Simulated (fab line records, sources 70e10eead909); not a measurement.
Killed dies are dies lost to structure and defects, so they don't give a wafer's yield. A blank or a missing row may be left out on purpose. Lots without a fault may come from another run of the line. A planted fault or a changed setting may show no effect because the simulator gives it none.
Tool commonality check | flow nand_harc | 14 lots, 42 wafers sampled

WHY IT WAS OPENED
At NHARC_A_BLC_CD_MEAS_10 the reading cd_nm is flagged on 2 of 14 lots. Wafers without a fault read 100.1 nm, standard deviation 0.73.
Rule: a lot is flagged when every wafer of it that has a number lies more than 4 standard deviations from that mean, or none has a number. The other lots count as sound.

lot  | measured     | on        | cd_nm (nm), wafer by wafer | flag
L778 | day 22 14:39 | cd_sem-01 | 99.4 101.4 99.3            |
L780 | day 23 07:17 | cd_sem-03 | 100.4 99.6 99.5            |
L782 | day 23 20:40 | cd_sem-01 | 100.2 100.6 100.5          |
L783 | day 24 21:17 | cd_sem-03 | 100.0 100.0 99.3           |
L785 | day 25 19:43 | cd_sem-03 | 100.4 99.6 100.8           |
L786 | day 25 19:56 | cd_sem-03 | 101.1 99.5 100.2           |
L788 | day 26 10:27 | cd_sem-01 | 98.9 99.9 100.2            |
L789 | day 26 11:47 | cd_sem-03 | 100.0 100.5 99.6           |
L793 | day 28 09:40 | cd_sem-03 | 100.9 100.0 100.9          |
L794 | day 29 14:55 | cd_sem-02 | 99.2 99.1 99.8             |
L796 | day 30 10:55 | cd_sem-02 | 119.2 119.7 118.4          | FLAGGED
L798 | day 31 00:59 | cd_sem-01 | 101.7 101.0 101.0          |
L800 | day 31 15:56 | cd_sem-02 | 120.1 118.6 118.4          | FLAGGED
L801 | day 32 06:11 | cd_sem-01 | 99.6 101.6 100.2           |
The numbers of the flagged lots are 119.1 nm on average: +19.0 nm against the usual, or +26 standard deviations.

WHICH TOOL RAN EACH LOT
The record holds 2 process steps before the reading, out of a route of 1302 steps. In each cell: the tool, then ch and the chambers that the sampled wafers went through, then the start.
lot  | flag    | NHARC_A_CONTACT_CVD_19                   | NHARC_A_BLC_PEB_08
L778 |         | cvd_w-01 ch 0,1, day 22 14:35 or earlier | litho_track-06 ch 0, day 22 14:35
L780 |         | cvd_w-02 ch 0,1, day 23 07:12 or earlier | litho_track-04 ch 0, day 23 07:12
L782 |         | cvd_w-02 ch 0,1, day 23 20:35 or earlier | litho_track-04 ch 0, day 23 20:35
L783 |         | cvd_w-01 ch 0,1, day 24 21:13 or earlier | litho_track-06 ch 0, day 24 21:13
L785 |         | cvd_w-02 ch 0,1, day 25 19:37 or earlier | litho_track-06 ch 0, day 25 19:37
L786 |         | cvd_w-01 ch 0,1, day 25 19:52 or earlier | litho_track-04 ch 0, day 25 19:52
L788 |         | cvd_w-02 ch 0,1, day 26 10:22 or earlier | litho_track-06 ch 0, day 26 10:22
L789 |         | cvd_w-01 ch 1, day 26 11:43 or earlier   | litho_track-06 ch 0, day 26 11:43
L793 |         | cvd_w-02 ch 0,1, day 28 09:35 or earlier | litho_track-06 ch 0, day 28 09:35
L794 |         | cvd_w-01 ch 0,1, day 29 14:50 or earlier | litho_track-06 ch 0, day 29 14:50
L796 | FLAGGED | cvd_w-01 ch 0,1, day 30 10:50 or earlier | litho_track-04 ch 0, day 30 10:50
L798 |         | cvd_w-02 ch 0,1, day 31 00:54 or earlier | litho_track-01 ch 0, day 31 00:54
L800 | FLAGGED | cvd_w-02 ch 0,1, day 31 15:52 or earlier | litho_track-04 ch 0, day 31 15:52
L801 |         | cvd_w-01 ch 0,1, day 32 06:06 or earlier | litho_track-01 ch 0, day 32 06:06
What these steps do:
- NHARC_A_CONTACT_CVD_19: deposits W, target thk 300 nm, time 802 s.
- NHARC_A_BLC_PEB_08: peb time 65 s.
- NHARC_A_BLC_CD_MEAS_10: target cd 100 nm.

FLAGGED OVER TOTAL, TOOL BY TOOL (the gauges that took the reading come last)
step                   | tool           | lots run | flagged | share of the flagged lots | sound lots run after its first flagged lot
NHARC_A_CONTACT_CVD_19 | cvd_w-01       | 7        | 1       | some                      | 1 (L801)
NHARC_A_CONTACT_CVD_19 | cvd_w-02       | 7        | 1       | some                      | 0
NHARC_A_BLC_PEB_08     | litho_track-01 | 2        | 0       | none                      | -
NHARC_A_BLC_PEB_08     | litho_track-04 | 5        | 2       | all                       | 0
NHARC_A_BLC_PEB_08     | litho_track-06 | 7        | 0       | none                      | -
NHARC_A_BLC_CD_MEAS_10 | cd_sem-01      | 5        | 0       | none                      | -
NHARC_A_BLC_CD_MEAS_10 | cd_sem-02      | 3        | 2       | all                       | 0
NHARC_A_BLC_CD_MEAS_10 | cd_sem-03      | 6        | 0       | none                      | -
NHARC_A_CONTACT_CVD_19 gives no start for some lots, so the hours and the order of its lots are those of NHARC_A_BLC_PEB_08.

WHAT THE TABLE ALLOWS
2 rows of the table ran every flagged lot: litho_track-04 at NHARC_A_BLC_PEB_08, cd_sem-02 at NHARC_A_BLC_CD_MEAS_10.
- litho_track-04 at NHARC_A_BLC_PEB_08: 2 of its 5 lots flagged. Its last sound lot is L786 (day 25 19:52), its first flagged lot L796 (day 30 10:50): a fault that began between those two fits.
- cd_sem-02 at NHARC_A_BLC_CD_MEAS_10: 2 of its 3 lots flagged. Its last sound lot is L794 (day 29 14:55), its first flagged lot L796 (day 30 10:55): a fault that began between those two fits.
Counting lots can't tell these 2 tools apart, because each fits a fault that began at some hour. More lots, or a look at what each step does to the wafer, might.

WHAT THE SIMULATOR HAD PUT IN
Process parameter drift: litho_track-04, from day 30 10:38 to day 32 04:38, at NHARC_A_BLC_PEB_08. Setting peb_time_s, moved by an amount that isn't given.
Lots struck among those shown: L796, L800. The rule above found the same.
